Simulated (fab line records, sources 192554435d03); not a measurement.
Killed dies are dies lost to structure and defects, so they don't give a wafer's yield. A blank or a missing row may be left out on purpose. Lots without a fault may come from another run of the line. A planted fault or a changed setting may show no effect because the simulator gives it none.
fab line records | flow n5_finfet
record lots=5 wafers=15 last_day=16
route steps=1938 shown BEOL_M13@1693 BEOL_M14@1716 PASSIVATION@1936
lots that met no fault: from a run of the same line without faults
start_h: hours from the record's first day to the start of the lot's first wafer shown | wait_h: hours since the lot's step before | " the same as in the row above | L1.1+2: a row that stands for several wafers | - no value, or no start given | * or withheld: withheld | < > ~ a bound
route shown NAME@n: a module of which the file shows steps, and the number in the route of the first | usual: mean/standard deviation of fault-free wafers | same: alike in all rows | chamber/n: place in a boat | sites: the reading at each site | _std_site: their standard deviation | _edge_site: outer sites' mean less inner sites' | radius_mm: how far each site lies from the wafer's centre | mask NAME#n: copy n | behind: the tool/chamber that last shaped the wafer | hold: why the lot was held/for how many hours/how that ended | device: the transistor (n, p or np) that didn't switch | end of line: the same wafers' tests at the end of the route | a step without rows: its recipe alone | killed: dies lost to structure and defects at the first sort, not the wafer's yield | map: a wafer's dies, x killed, . not, _ none there
set.NAME: the setting as run; set.NAME@STEP: as run at that earlier step | model.NAME: the simulator's own value behind a step, which no gauge read
lots at some steps of the route; a table a step, a row a wafer
services: from which hour (start_h, from the record's first day; less than 0 if before it) a tool's chamber was out of use, for how many hours, and why
## steps
# step N5_BEOL_M13_ETCH_67
# recipe chemistry=CF4 target=SiARC target_depth_a=1430 time_s=238.3 ion_energy_ev=80 pressure_mtorr=40 source_w=545 bias_w=36 Ar_flow_sccm=100 cf4_flow_sccm=100 ends=cleared
# step N5_BEOL_M13_ETCH_68
# recipe chemistry=N2/H2 target=SOC mask_material=SiARC source_w=3000 bias_w=350 temp_c=40 time_s=355 ion_energy_ev=200 pressure_mtorr=30 n2_flow_sccm=200 h2_flow_sccm=200
# step N5_BEOL_M13_STRIP_69
# recipe chemistry=N2/H2 temp_c=40 n2_flow_sccm=200 h2_flow_sccm=200 rf_frequency_hz=6e+07
# step N5_BEOL_M13_TRENCH_ETCH_34
# recipe chemistry=C4F8/O2/Ar target=SiOC target_depth_a=4134.7 mask_material=SOC pressure_mtorr=30 source_w=3000 bias_w=700 Ar_flow_sccm=400 C4F8_flow_sccm=15 O2_flow_sccm=8 he_inner_torr=15 he_outer_torr=30 time_s=162.6 ion_energy_ev=250
# step N5_BEOL_M13_STRIP_70
# recipe chemistry=C4F8/O2/Ar resist=SiARC rf_frequency_hz=6e+07
# step N5_BEOL_M13_STRIP_37
# recipe chemistry=N2/H2 power_w=1000 temp_c=250 h2_frac=0.65 overash_fraction=0.3 pressure_mtorr=withheld n2_flow_sccm=1750 h2_flow_sccm=3250
# step N5_BEOL_M13_ETCH_38
# recipe chemistry=CF4/N2 target=SiCN target_depth_a=675 taper_deg=2 time_s=71.9 ion_energy_ev=150 mask_material=SiO2 pressure_mtorr=40 source_w=430 bias_w=70 Ar_flow_sccm=100 cf4_flow_sccm=60 n2_flow_sccm=60
# step N5_BEOL_M13_PRECLEAN_39
# recipe chemistry=residue_remover time_s=60 temp_c=40
# step N5_BEOL_M13_SRD_40
# recipe time_s=30 temp_c=23 rinse_liquid=diw dry=n2_spin spin_rpm=1500 dry_time_s=30
# step N5_BEOL_M13_DEGAS_41
# recipe ambient=vacuum temp_c=250 time_s=60
# step N5_BEOL_M13_PRE_CLEAN_42
# recipe gas=H2/He time_s=30 temp_c=250
# step N5_BEOL_M13_SPUTTER_43
# recipe material=TaN target_thk_a=150 temp_c=50 bias_v=168.6 power_w=15000 chamber_pressure_pa=0.12 time_s=24.19
# usual throttle_valve_pct=29.8/0.93
# columns lot.wafer tool chamber start_h wait_h throttle_valve_pct
L139.2 pvd_sputter-01 - 228.39 0.0 30.5
L139.3 " - " " 29.1
L139.5 " - " " 28.3
L146.2 pvd_sputter-01 - 281.06 0.0 29.4
L146.5 " - " " 28.9
L146.6 " - " " 30.5
L147.3 pvd_sputter-01 - 286.85 0.0 29.8
L147.5 " - " " 30.1
L147.6 " - " " 28.2
L149.2 pvd_sputter-01 - 318.35 0.0 28.9
L149.5 " - " " 30.5
L149.6 " - " " 28.2
L157.2 pvd_sputter-02 - 345.59 0.0 30.8
L157.5 " - " " 29.5
L157.6 " - " " 30.2
# step N5_BEOL_M13_SPUTTER_44
# recipe material=Ta target_thk_a=100 temp_c=50 bias_v=80 power_w=15000 chamber_pressure_pa=0.07 time_s=16.13
# step N5_BEOL_M13_SPUTTER_45
# recipe material=Cu target_thk_a=800 temp_c=-20 bias_v=60 power_w=26000 chamber_pressure_pa=0.13 time_s=13.33
# step N5_BEOL_M13_ECD_47
# recipe material=Cu target_thk_a=9360
# step N5_BEOL_M13_ANNEAL_48
# recipe temp_c=225 time_s=90 ambient=N2
# step N5_BEOL_M13_CMP_49
# recipe stop_on=SiOC t_overpolish_s=17.1 down_force_psi=1 platen_rpm=50 clearing_platen_down_force_psi=1.5 clearing_platen_rpm=50 post_cmp_clean=cu_alkaline target_thk_nm=420 clearing_platen_pad_velocity_m_s=0.99484 pad_velocity_m_s=0.99484
# step N5_BEOL_M13_PRE_CLEAN_52
# recipe gas=NH3 time_s=15 temp_c=withheld rf_power_w=300
# step N5_BEOL_M13_DEP_53
# recipe material=SiCN target_thk_a=500 temp_c=withheld precursor=3MS/NH3 pressure_torr=3 rf_w=675 time_s=17.8
# step N5_BEOL_M14_ILD_DEP_00
# recipe material=SiO2 target_thk_a=11193 temp_c=400 precursor=TEOS/O2 pressure_torr=6.5 rf_w=900 teos_flow_sccm=161.4 gas=O2 flow_sccm=2650 time_s=237.4
# step N5_BEOL_M14_COAT_58
# recipe resist=BARC temp_c=205 time_s=60 spin_rpm=1500 resist_thk_nm=89
# step N5_BEOL_M14_COAT_04
# recipe spin_rpm=1704 resist_thk_nm=800
# step N5_BEOL_M14_EBR_06
# recipe solvent=PGMEA ebr_width_mm=1.5
# step N5_BEOL_M14_SOFTBAKE_05
# recipe temp_c=130 time_s=60
# step N5_BEOL_M14_EXPOSE_07
# recipe mask_id=V13 na=0.8 source_shape=annular sigma_inner=0.5 sigma_outer=0.8 polarization=unpolarized attpsm_phase_deg=180 dose_mj=57
# step N5_BEOL_M14_PEB_08
# recipe peb_temp_c=130 peb_time_s=90
# step N5_BEOL_M14_DEVELOP_09
# recipe develop_time_s=45 rinse_liquid=diw dry=air_spin dev_temp_c=21
# step N5_BEOL_M14_HARDBAKE_14
# recipe temp_c=130 time_s=120
# step N5_BEOL_M14_DESCUM_15
# recipe chemistry=O2 time_s=7.9 source_power_w=50 bias_power_w=20 pressure_mtorr=20 rf_frequency_hz=2.712e+07 temp_c=40 o2_flow_sccm=225
# step N5_BEOL_M14_ETCH_59
# recipe chemistry=N2/H2 target=BARC target_depth_a=890 overetch_a=267 time_s=67.9 ion_energy_ev=200 pressure_mtorr=30 source_w=840 bias_w=150 n2_flow_sccm=200 h2_flow_sccm=200
# step N5_BEOL_M14_VIA_ETCH_16
# recipe chemistry=C4F8/O2/Ar target=SiO2 he_inner_torr=15 he_outer_torr=30 target_depth_a=12313 time_s=withheld ion_energy_ev=800 pressure_mtorr=20 source_w=1905 bias_w=2040 Ar_flow_sccm=400 C4F8_flow_sccm=16 O2_flow_sccm=12 ends=cleared
# step N5_BEOL_M14_STRIP_63
# recipe chemistry=O2 power_w=600 temp_c=60 pressure_mtorr=30 rf_frequency_hz=6e+07 bias_power_w=0 overash_fraction=0.3 o2_flow_sccm=225
# step N5_BEOL_M14_STRIP_64
# recipe chemistry=O2 power_w=600 temp_c=60 pressure_mtorr=30 rf_frequency_hz=6e+07 bias_power_w=0 overash_fraction=0.3 o2_flow_sccm=225
# step N5_BEOL_M14_STRIP_71
# recipe chemistry=post_etch_residue_remover time_s=60 temp_c=25 remover_ph=withheld remover_water_wt_pct=withheld remover_fluoride_wt_pct=withheld
# step N5_PASSIVATION_PROBE_49
# usual defect_limited_yield=91.3/1.5 killed_at_M0_to_M3=33/12 killed_at_M4_up=15/5.2 killed_at_contacts=12/5.1 killed_at_front_end=39/11 killed_at_other=5/3.6 killed_dies=103/18 killed_open=67/13 killed_short=33/7.8 sort_bin_5_function=5.1/0.96 sort_bin_6_memory=3.2/0.71 sort_n_pass=1077/18 sort_yield_pct=91.3/1.5
# same gross_dies=1180 killed_at_back_side=0 sort_bin_4_leakage[%]=0 sort_bin_8_speed[%]=0
# columns lot.wafer tool chamber start_h wait_h defect_limited_yield[%] killed_at_M0_to_M3 killed_at_M4_up killed_at_contacts killed_at_front_end killed_at_other killed_dies killed_open killed_short sort_bin_5_function[%] sort_bin_6_memory[%] sort_n_pass sort_yield_pct[%]
L146.2 prober-02 - 306.16 0.1 81.0 63 103 12 45 1 224 101 30 11.6 6.2 956 81.0
L146.5 prober-02 - 306.31 0.2 83.1 42 117 6 31 4 200 68 33 10.0 5.8 980 83.1
L146.6 prober-02 - 306.36 0.3 85.3 44 77 6 42 4 173 71 33 9.1 4.3 1007 85.3
L147.3 prober-01 - 313.86 0.1 85.0 33 90 13 40 1 177 65 31 8.4 4.2 1003 85.0
L147.5 prober-01 - 313.96 0.2 84.2 18 108 10 49 2 187 60 32 9.8 4.5 993 84.2
L147.6 prober-01 - 314.01 0.3 87.5 30 50 10 41 16 147 56 29 8.3 3.1 1033 87.5
L149.2 prober-02 - 348.50 0.1 82.5 31 104 12 55 5 207 73 38 10.4 5.2 973 82.5
L149.5 prober-02 - 348.65 0.2 85.5 25 90 10 43 3 171 55 27 8.6 3.3 1009 85.5
L149.6 prober-02 - 348.70 0.3 88.4 26 64 12 33 2 137 65 26 6.6 3.8 1043 88.4
# killed by level:class
L146.2 BEOL_M13:unspecified=91 BEOL_M1:geometric_particle:open=16 BEOL_M3:geometric_particle:open=13 MOL_CONTACT_COAG:geometric_particle:open=12 BEOL_M2:geometric_particle:open=11 FIN_SAQP:geometric_particle:open=10 BEOL_M0_SAQP:geometric_particle:open=9 FIN_SAQP:geometric_particle:short=8
L146.5 BEOL_M13:unspecified=98 FIN_SAQP:geometric_particle:open=11 BEOL_M3:geometric_particle:open=10 BEOL_M0_SAQP:geometric_particle:short=8 BEOL_M1:geometric_particle:open=7 FIN_SAQP:geometric_particle:short=6 BEOL_M2:geometric_particle:open=5 BEOL_M5:geometric_particle:open=5
L146.6 BEOL_M13:unspecified=69 STI_FIN_REVEAL:geometric_particle:open=9 BEOL_M1:geometric_particle:open=8 BEOL_M0_SAQP:geometric_particle:open=7 BEOL_M3:geometric_particle:open=7 DUMMY_GATE:geometric_particle:open=6 MOL_CONTACT_COAG:geometric_particle:open=6 BEOL_M2:geometric_particle:open=6
L147.3 BEOL_M13:unspecified=81 STI_FIN_REVEAL:geometric_particle:open=17 BEOL_M3:geometric_particle:open=9 MOL_CONTACT_COAG:geometric_particle:open=8 BEOL_M1:geometric_particle:open=8 FIN_SAQP:geometric_particle:short=7 MOL_CONTACT_COAG:geometric_particle:short=5 BEOL_M0_SAQP:geometric_particle:open=5
L147.5 BEOL_M13:unspecified=95 FIN_SAQP:geometric_particle:open=13 FIN_SAQP:geometric_particle:short=12 STI_FIN_REVEAL:geometric_particle:open=10 MOL_CONTACT_COAG:geometric_particle:open=8 BEOL_M0_SAQP:geometric_particle:short=6 DUMMY_GATE:geometric_particle:open=4 BEOL_M4:geometric_particle:open=4
L147.6 BEOL_M13:unspecified=46 PASSIVATION:area_etch=16 MOL_CONTACT_COAG:geometric_particle:open=8 BEOL_M3:geometric_particle:open=8 FIN_SAQP:geometric_particle:open=7 STI_FIN_REVEAL:geometric_particle:open=7 DUMMY_GATE:geometric_particle:open=7 FIN_SAQP:geometric_particle:short=6
L149.2 BEOL_M13:unspecified=88 BEOL_M1:geometric_particle:open=13 FIN_SAQP:geometric_particle:short=9 MOL_CONTACT_COAG:geometric_particle:open=9 FIN_SAQP:geometric_particle:open=8 STI_FIN_REVEAL:geometric_particle:open=8 HKMG_FIN:area_etch=8 DUMMY_GATE:geometric_particle:open=6
L149.5 BEOL_M13:unspecified=74 HKMG_FIN:area_etch=15 BEOL_M2:geometric_particle:open=10 MOL_CONTACT_COAG:geometric_particle:open=9 BEOL_M4:geometric_particle:open=6 BEOL_M0_SAQP:geometric_particle:short=6 BEOL_M0_SAQP:geometric_particle:open=6 FIN_SAQP:geometric_particle:short=5
L149.6 BEOL_M13:unspecified=45 BEOL_M3:geometric_particle:open=11 STI_FIN_REVEAL:geometric_particle:open=10 FIN_SAQP:geometric_particle:short=6 MOL_CONTACT_COAG:geometric_particle:short=6 MOL_CONTACT_COAG:geometric_particle:open=6 BEOL_M2:geometric_particle:open=6 FIN_SAQP:geometric_particle:open=5
# map L146.2 (x killed, . not)
_________________...........x________________
______________x....xx.........xx_____________
___________.x.......x........x....x__________
__________.........x......x...x.x..._________
________.....x........x.........xxx..._______
_______.....x.........x........x.......______
______.....................x.....xx..x.._____
_____.....x.......x...........x.........x____
____......x.......x...xx........xx...x....___
___..x....x..x.............................__
___...x..........xx...x......x.........xx..__
__......xx.xxxxxxxxxx..x.........x.x.......x_
__........xxxxxxxxxx.x.........x......x...x._
_.........xxxxxxxxxxx............xx..........
_.......xx.xxxxxxxxxx.x........x.....x......x
_......x..x..xxxxxxxx.x.xxx.................x
_x.......xxxxxxxxxxxxxx.....xx...............
_..........xxxxxxxxxx................x..x.x..
_.x..x......x.xxxxx.x.x.x........x...........
_x.........x.x..xxx.........x.x..x...........
_.......x...x.......x........................
__x..........x..x............x......x......._
__.x...................x........x.....xx...._
___........x........x....x..x............xx__
___........x...x...........x....x..x.......__
____.......xx......xx........x.x.........x___
_____......x.....x...........x.x.........____
______.....x.x..x......................._____
_______.x...x......................x...______
________..x.............x.........x..._______
__________...........x......x..x...x_________
___________x.......................__________
______________..........x......._____________
_________________x..x........________________
# map L147.5 (x killed, . not)
_________________......x.....________________
______________......x.x.....xx.._____________
___________..........x.......x.x...__________
__________............x............._________
________..............xx.x..xx........_______
_______........................x.......______
______.................................._____
_____.............x......................____
____x..x............x...x............x...x___
___.................xx.x..............x....__
___.............................x........x.__
__....x....................x................_
__...x...x........x..............x...x......_
_..........................x....x..x.........
_.....x...........x...............x..........
_.........................x........x..x......
_x.....................x.....................
_..x..........x......xx...x..................
_................x....xx.x........x..x..x....
_......x............xx......x.........x......
_..........x...x.x.xxxxxx.x....x...........x.
__.x..x..x......x.x.xxxxxxx..x.......x..x..._
__..............x.xxxxxxxxxxx............xx._
___...........xxxxxxxxx.xxxx.x.......x.....__
___.............xxxxxxxxxxxx.x.............__
____.x.....x...x.xx.xxxxxxxxxx.......x....___
_____.............xxxxxxx.xxx.x.x........____
______........xx..x.xxx.x....x.........._____
_______..........x...xxx...............______
________..x.............x........x.x.._______
__________.............x.x.........._________
___________.......x.x....x.........__________
______________...x.x....x..x...._____________
_________________.....x....x.________________
## services
# columns tool chamber start_h hours kind
pvd_sputter-01 - 301.73 2.1 repair
pvd_sputter-01 - 310.66 1.0 repair
pvd_sputter-01 - 328.15 1.8 repair
## key
first_sign step=N5_PASSIVATION_PROBE_49 reading=killed_at_M4_up direction=up sigmas=14 usual=15 struck=89
effect step=N5_PASSIVATION_PROBE_49 reading=defect_limited_yield direction=down sigmas=4.4 usual=91.3 struck=84.7
more_kills_born_at N5_BEOL_M13_SPUTTER_43@pvd_sputter-01=687
met_at N5_BEOL_M13_SPUTTER_43
struck_wafers L146.2,L146.5,L146.6,L147.3,L147.5,L147.6,L149.2,L149.5,L149.6
baseline_loss step=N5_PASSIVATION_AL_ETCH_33 wafers=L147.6
baseline_loss step=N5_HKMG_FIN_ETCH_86 wafers=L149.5
onset_between 228.39 281.06
fault kind=chamber_particle_source tool=pvd_sputter-01 chamber=- onset_h=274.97 steps=N5_BEOL_M13_SPUTTER_43 rate_per_visit_cm2=0.38305 end_h=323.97
# baseline_loss: these wafers lose ten dies or more at that step, a loss of the line's own and not of a fault; the sort's usual values leave them out
